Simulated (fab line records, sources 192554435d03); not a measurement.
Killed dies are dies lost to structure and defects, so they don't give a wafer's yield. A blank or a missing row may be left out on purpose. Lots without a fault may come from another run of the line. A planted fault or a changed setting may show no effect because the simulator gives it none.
A sampling plan put to the test | flow n5_finfet | one fab line, 44 faults that these records tell of, each judged on the records of the lots that it struck
The plan is the line's own looks: the steps of the route at which a gauge or an inspection reads the wafer and doesn't change it. A look can be judged if struck wafers have a number there and the file gives its usual mean and standard deviation on fault-free wafers. Caught: at a look after the fault's first step, the mean of the struck wafers lies 4 or more of those standard deviations (sigma) from the usual mean. On the tool: the same test on the tool's own readings at the fault's steps. Another recipe on the struck wafers, or a record that is blank for them alone, also counts as caught.

THE FAULTS, as the simulator had put them in
1. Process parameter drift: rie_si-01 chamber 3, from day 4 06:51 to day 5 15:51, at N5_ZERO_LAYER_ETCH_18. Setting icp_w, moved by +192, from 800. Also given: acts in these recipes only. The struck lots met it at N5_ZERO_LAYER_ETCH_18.
2. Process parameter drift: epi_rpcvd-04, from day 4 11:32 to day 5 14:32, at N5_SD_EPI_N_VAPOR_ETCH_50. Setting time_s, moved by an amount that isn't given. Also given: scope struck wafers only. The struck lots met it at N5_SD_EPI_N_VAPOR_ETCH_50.
3. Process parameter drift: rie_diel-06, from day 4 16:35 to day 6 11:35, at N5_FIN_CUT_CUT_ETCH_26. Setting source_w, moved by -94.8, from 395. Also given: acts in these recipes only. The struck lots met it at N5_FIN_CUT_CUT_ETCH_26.
4. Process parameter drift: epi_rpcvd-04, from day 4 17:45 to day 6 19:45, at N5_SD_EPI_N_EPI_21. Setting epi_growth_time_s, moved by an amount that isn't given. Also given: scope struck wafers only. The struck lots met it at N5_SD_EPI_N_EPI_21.
5. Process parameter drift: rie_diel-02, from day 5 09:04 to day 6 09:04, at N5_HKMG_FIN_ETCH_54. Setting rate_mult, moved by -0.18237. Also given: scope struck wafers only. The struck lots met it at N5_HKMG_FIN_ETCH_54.
6. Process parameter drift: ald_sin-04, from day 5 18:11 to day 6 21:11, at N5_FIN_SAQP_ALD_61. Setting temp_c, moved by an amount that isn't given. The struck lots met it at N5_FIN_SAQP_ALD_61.
7. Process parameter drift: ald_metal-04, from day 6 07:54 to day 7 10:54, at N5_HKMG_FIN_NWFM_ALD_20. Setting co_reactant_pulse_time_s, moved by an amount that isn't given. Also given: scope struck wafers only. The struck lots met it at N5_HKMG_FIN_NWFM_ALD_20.
8. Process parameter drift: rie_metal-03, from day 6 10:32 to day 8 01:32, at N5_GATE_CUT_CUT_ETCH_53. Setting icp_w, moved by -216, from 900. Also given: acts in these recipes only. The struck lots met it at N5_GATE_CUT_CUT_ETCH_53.
9. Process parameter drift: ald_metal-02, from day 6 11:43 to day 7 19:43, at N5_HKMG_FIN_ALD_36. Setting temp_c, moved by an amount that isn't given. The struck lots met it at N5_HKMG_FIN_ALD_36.
10. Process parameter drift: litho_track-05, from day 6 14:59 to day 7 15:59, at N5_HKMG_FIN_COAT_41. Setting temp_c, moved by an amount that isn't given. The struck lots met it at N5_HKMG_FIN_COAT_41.
11. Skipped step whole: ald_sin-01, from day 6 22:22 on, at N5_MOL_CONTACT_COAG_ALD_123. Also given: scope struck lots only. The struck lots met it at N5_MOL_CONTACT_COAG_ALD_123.
12. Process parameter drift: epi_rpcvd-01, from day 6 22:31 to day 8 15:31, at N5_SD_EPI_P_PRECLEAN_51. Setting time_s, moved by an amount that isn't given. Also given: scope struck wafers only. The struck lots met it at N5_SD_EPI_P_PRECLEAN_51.
13. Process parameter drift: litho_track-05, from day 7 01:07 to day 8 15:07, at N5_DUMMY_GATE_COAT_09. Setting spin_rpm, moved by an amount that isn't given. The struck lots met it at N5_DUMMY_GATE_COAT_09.
14. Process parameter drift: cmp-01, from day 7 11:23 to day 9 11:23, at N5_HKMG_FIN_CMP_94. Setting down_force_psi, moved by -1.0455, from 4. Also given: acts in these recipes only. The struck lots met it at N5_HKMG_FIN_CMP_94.
15. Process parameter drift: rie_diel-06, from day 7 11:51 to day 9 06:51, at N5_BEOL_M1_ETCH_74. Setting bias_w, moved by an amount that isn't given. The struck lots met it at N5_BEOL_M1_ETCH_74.
16. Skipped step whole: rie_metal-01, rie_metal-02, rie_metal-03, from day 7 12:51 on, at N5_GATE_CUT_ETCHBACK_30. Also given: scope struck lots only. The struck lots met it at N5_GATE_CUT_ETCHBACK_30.
17. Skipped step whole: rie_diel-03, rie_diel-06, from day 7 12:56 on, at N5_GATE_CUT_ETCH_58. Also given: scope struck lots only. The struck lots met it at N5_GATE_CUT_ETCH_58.
18. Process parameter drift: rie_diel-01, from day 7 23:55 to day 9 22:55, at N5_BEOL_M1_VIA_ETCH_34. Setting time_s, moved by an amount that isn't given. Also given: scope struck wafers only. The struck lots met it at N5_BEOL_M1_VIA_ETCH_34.
19. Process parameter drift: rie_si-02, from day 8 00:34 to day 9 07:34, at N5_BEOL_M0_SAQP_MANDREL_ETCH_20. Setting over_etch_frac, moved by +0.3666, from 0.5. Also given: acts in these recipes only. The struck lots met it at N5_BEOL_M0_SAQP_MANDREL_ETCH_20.
20. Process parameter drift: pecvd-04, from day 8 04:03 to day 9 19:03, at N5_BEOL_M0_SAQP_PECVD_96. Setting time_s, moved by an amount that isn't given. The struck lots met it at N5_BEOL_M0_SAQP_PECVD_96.
21. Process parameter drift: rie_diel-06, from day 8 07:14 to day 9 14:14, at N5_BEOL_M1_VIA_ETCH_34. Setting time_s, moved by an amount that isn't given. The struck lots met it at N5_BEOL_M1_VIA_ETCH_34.
22. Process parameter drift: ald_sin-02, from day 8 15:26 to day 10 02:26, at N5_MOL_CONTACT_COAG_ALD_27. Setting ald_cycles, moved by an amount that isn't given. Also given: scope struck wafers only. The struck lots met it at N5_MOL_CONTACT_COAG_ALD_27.
23. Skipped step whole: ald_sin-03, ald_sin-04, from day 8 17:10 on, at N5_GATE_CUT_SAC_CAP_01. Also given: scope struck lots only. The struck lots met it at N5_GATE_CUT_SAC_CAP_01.
24. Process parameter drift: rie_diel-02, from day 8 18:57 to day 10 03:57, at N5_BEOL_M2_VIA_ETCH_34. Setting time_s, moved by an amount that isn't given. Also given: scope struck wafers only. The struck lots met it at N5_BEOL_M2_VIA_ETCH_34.
25. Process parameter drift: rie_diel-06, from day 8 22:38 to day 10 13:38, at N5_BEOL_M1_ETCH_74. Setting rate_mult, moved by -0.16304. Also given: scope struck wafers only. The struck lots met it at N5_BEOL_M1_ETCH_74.
26. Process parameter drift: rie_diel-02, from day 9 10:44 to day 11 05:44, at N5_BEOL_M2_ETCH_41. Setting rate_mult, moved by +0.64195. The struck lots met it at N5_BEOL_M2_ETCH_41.
27. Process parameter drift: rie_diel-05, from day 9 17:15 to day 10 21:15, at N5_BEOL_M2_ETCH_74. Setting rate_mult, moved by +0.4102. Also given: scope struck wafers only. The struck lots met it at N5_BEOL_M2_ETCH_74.
28. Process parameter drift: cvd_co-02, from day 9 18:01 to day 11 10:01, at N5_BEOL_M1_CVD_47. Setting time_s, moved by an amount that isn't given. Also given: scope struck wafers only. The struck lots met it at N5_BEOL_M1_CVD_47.
29. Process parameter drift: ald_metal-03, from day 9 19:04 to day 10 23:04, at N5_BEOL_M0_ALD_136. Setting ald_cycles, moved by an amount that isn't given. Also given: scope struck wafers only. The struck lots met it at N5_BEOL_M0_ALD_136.
30. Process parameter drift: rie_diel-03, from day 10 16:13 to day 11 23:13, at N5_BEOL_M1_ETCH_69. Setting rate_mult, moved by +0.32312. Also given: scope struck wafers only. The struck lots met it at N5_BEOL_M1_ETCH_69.
31. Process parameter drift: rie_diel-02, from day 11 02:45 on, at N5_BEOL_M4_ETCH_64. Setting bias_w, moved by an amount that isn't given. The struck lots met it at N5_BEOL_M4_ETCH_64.
32. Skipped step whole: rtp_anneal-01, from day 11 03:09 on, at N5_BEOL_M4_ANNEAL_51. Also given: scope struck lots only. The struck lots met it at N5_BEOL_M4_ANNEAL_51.
33. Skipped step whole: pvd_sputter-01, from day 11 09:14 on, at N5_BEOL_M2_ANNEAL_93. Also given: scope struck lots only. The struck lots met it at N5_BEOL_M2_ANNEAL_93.
34. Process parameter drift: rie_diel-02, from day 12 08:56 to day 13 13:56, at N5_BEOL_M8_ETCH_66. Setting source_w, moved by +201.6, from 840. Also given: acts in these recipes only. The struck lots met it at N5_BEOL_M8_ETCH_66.
35. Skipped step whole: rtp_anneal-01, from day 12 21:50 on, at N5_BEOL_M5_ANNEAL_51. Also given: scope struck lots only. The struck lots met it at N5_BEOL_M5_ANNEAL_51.
36. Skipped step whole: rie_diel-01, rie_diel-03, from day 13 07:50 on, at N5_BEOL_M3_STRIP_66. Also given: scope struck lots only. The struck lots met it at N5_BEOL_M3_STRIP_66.
37. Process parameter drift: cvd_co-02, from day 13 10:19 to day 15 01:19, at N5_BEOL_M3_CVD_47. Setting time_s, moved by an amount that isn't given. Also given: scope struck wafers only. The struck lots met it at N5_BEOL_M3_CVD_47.
38. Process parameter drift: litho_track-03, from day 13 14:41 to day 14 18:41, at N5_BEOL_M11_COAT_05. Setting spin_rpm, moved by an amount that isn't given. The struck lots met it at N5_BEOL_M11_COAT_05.
39. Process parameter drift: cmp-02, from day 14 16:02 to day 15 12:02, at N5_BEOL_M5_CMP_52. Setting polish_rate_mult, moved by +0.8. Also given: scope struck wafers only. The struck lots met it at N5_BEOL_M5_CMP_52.
40. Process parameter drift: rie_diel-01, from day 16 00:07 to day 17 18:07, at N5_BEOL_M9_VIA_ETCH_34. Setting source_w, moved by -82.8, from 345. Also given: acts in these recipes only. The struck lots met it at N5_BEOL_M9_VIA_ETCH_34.
41. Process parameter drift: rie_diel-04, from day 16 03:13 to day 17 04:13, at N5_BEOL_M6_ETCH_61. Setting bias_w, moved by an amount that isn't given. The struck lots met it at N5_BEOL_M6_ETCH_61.
42. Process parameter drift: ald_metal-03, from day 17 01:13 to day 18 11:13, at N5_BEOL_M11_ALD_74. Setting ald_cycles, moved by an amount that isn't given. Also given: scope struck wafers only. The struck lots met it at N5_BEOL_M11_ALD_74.
43. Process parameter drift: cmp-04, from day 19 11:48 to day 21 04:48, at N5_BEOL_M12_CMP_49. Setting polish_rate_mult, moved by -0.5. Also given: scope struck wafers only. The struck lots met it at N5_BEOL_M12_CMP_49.
44. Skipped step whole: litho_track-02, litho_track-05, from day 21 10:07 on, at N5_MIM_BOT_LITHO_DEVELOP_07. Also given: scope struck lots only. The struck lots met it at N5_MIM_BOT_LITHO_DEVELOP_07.

WHAT THE PLAN SAW
fault | on the tool itself                               | first look that catches it                      | reading, sigma                                  | median hours from its first step to that look | hours from the fault's start to the first struck lot there | judged looks passed uncaught
1     | rf_fwd_power_W +68 sigma                         | none of the 2 looks that can be judged after it | -                                               | -                                             | -                                                          | 2
2     | under 2 sigma                                    | N5_BEOL_M4_RC_MEAS_101                          | REXT_N +12                                      | 170.6                                         | 174                                                        | 0
3     | rf_fwd_power_W -59 sigma                         | not the one look that can be judged after it    | -                                               | -                                             | -                                                          | 1
4     | under 2 sigma                                    | not the one look that can be judged after it    | -                                               | -                                             | -                                                          | 1
5     | etch_rf_on_time_s +19 sigma                      | not the one look that can be judged after it    | -                                               | -                                             | -                                                          | 1
6     | susceptor_temp_C -99 or beyond sigma             | not the one look that can be judged after it    | -                                               | -                                             | -                                                          | 1
7     | under 2 sigma                                    | not the one look that can be judged after it    | -                                               | -                                             | -                                                          | 1
8     | rf_fwd_power_W -60 sigma                         | not the one look that can be judged after it    | -                                               | -                                             | -                                                          | 1
9     | susceptor_temp_C +42 sigma                       | not the one look that can be judged after it    | -                                               | -                                             | -                                                          | 1
10    | plate_temp_C -99 or beyond sigma                 | none of the 2 looks that can be judged after it | -                                               | -                                             | -                                                          | 2
11    | the tool's record is blank for the struck wafers | none of the 3 looks that can be judged after it | -                                               | -                                             | -                                                          | 3
12    | no reading that can be judged                    | N5_SD_EPI_P_EPI_MEAS_23                         | thk_nm -5.4                                     | 3.4                                           | 28                                                         | 0
13    | spin_speed_rpm +99 or beyond sigma               | not the one look that can be judged after it    | -                                               | -                                             | -                                                          | 1
14    | head_pressure_psi -99 or beyond sigma            | not the one look that can be judged after it    | -                                               | -                                             | -                                                          | 1
15    | bias_w +22 sigma                                 | none of the 2 looks that can be judged after it | -                                               | -                                             | -                                                          | 2
16    | the tool's record is blank for the struck wafers | not the one look that can be judged after it    | -                                               | -                                             | -                                                          | 1
17    | the tool's record is blank for the struck wafers | not the one look that can be judged after it    | -                                               | -                                             | -                                                          | 1
18    | run_length_s -40 sigma                           | not the one look that can be judged after it    | -                                               | -                                             | -                                                          | 1
19    | oes_product_au -6.3 sigma                        | not the one look that can be judged after it    | -                                               | -                                             | -                                                          | 1
20    | only faintly: run_length_s -3.6 sigma            | none of the 2 looks that can be judged after it | -                                               | -                                             | -                                                          | 2
21    | run_length_s -20 sigma                           | not the one look that can be judged after it    | -                                               | -                                             | -                                                          | 1
22    | run_length_s +99 or beyond sigma                 | not the one look that can be judged after it    | -                                               | -                                             | -                                                          | 1
23    | the tool's record is blank for the struck wafers | no look after it can be judged                  | -                                               | -                                             | -                                                          | 0
24    | run_length_s -10 sigma                           | not the one look that can be judged after it    | -                                               | -                                             | -                                                          | 1
25    | etch_rf_on_time_s +13 sigma                      | not the one look that can be judged after it    | -                                               | -                                             | -                                                          | 1
26    | only faintly: oes_product_au +2.7 sigma          | not the one look that can be judged after it    | -                                               | -                                             | -                                                          | 1
27    | etch_rf_on_time_s -20 sigma                      | not the one look that can be judged after it    | -                                               | -                                             | -                                                          | 1
28    | only faintly: run_length_s +3.7 sigma            | not the one look that can be judged after it    | strongest: VT_P at N5_BEOL_M4_RC_MEAS_101, +2.1 | -                                             | -                                                          | 1
29    | under 2 sigma                                    | not the one look that can be judged after it    | -                                               | -                                             | -                                                          | 1
30    | etch_rf_on_time_s -16 sigma                      | not the one look that can be judged after it    | -                                               | -                                             | -                                                          | 1
31    | bias_w -96 sigma                                 | not the one look that can be judged after it    | -                                               | -                                             | -                                                          | 1
32    | the tool's record is blank for the struck wafers | N5_BEOL_M4_RS_MEAS_58                           | M4_RS +4.2                                      | 0.8                                           | 7                                                          | 0
33    | the tool's record is blank for the struck wafers | not the one look that can be judged after it    | -                                               | -                                             | -                                                          | 1
34    | rf_fwd_power_W +66 sigma                         | not the one look that can be judged after it    | -                                               | -                                             | -                                                          | 1
35    | the tool's record is blank for the struck wafers | N5_BEOL_M5_RS_MEAS_57                           | M5_RS +5.5                                      | 0.9                                           | 18                                                         | 0
36    | the tool's record is blank for the struck wafers | not the one look that can be judged after it    | -                                               | -                                             | -                                                          | 1
37    | run_length_s -99 or beyond sigma                 | not the one look that can be judged after it    | -                                               | -                                             | -                                                          | 1
38    | spin_speed_rpm -99 or beyond sigma               | not the one look that can be judged after it    | -                                               | -                                             | -                                                          | 1
39    | barrier_field_endpoint_s -17 sigma               | no look after it can be judged                  | -                                               | -                                             | -                                                          | 0
40    | rf_fwd_power_W -63 sigma                         | not the one look that can be judged after it    | -                                               | -                                             | -                                                          | 1
41    | bias_w +33 sigma                                 | no look after it can be judged                  | -                                               | -                                             | -                                                          | 0
42    | under 2 sigma                                    | no look after it can be judged                  | -                                               | -                                             | -                                                          | 0
43    | overpolish_run_s -99 or beyond sigma             | N5_BEOL_M12_THK_MEAS_50                         | M12_THK +57                                     | 0.2                                           | 37                                                         | 0
44    | the tool's record is blank for the struck wafers | no look after it can be judged                  | -                                               | -                                             | -                                                          | 0
A dash: the fault isn't caught, or these records don't give the number.

Caught at a look: 5 of 44. Caught on the tool: 35 of 44. By one or the other: 37 of 44.
Caught on the tool alone: faults 1, 3, 5, 6, 8, 9, 10, 11, 13, 14, 15, 16, 17, 18, 19, 21, 22, 23, 24, 25, 27, 30, 31, 33, 34, 36, 37, 38, 39, 40, 41, 44.
Caught at a look alone: faults 2, 12.
Caught by neither: faults 4, 7, 20, 26, 28, 29, 42.

THINNER SAMPLING
If the look that catches a fault measured only every second or every third lot, by lot number, the first struck lot would be measured this late in the worst case:
fault | struck lots at that look, in order of time | every lot | every second lot | every third lot
2     | L422, L423, L424                           | 174 h     | 206 h            | 316 h
12    | L980, L981                                 | 28 h      | 35 h             | may miss all 2
32    | L409, L410                                 | 7 h       | 14 h             | may miss all 2
35    | L133, L135                                 | 18 h      | may miss all 2   | may miss all 2
43    | L818                                       | 37 h      | may miss it      | may miss it
Hours are from the fault's start to the first struck lot that is measured. The limit of 4 sigma was tested on all struck wafers together, so one lot alone may lie under it. Other struck lots may not be in these records.

THE LONGEST TIMED WAY FROM STEP TO LOOK
Fault 2: a median of 170.6 hours passes between N5_SD_EPI_N_VAPOR_ETCH_50 and N5_BEOL_M4_RC_MEAS_101. No look between them can be judged.
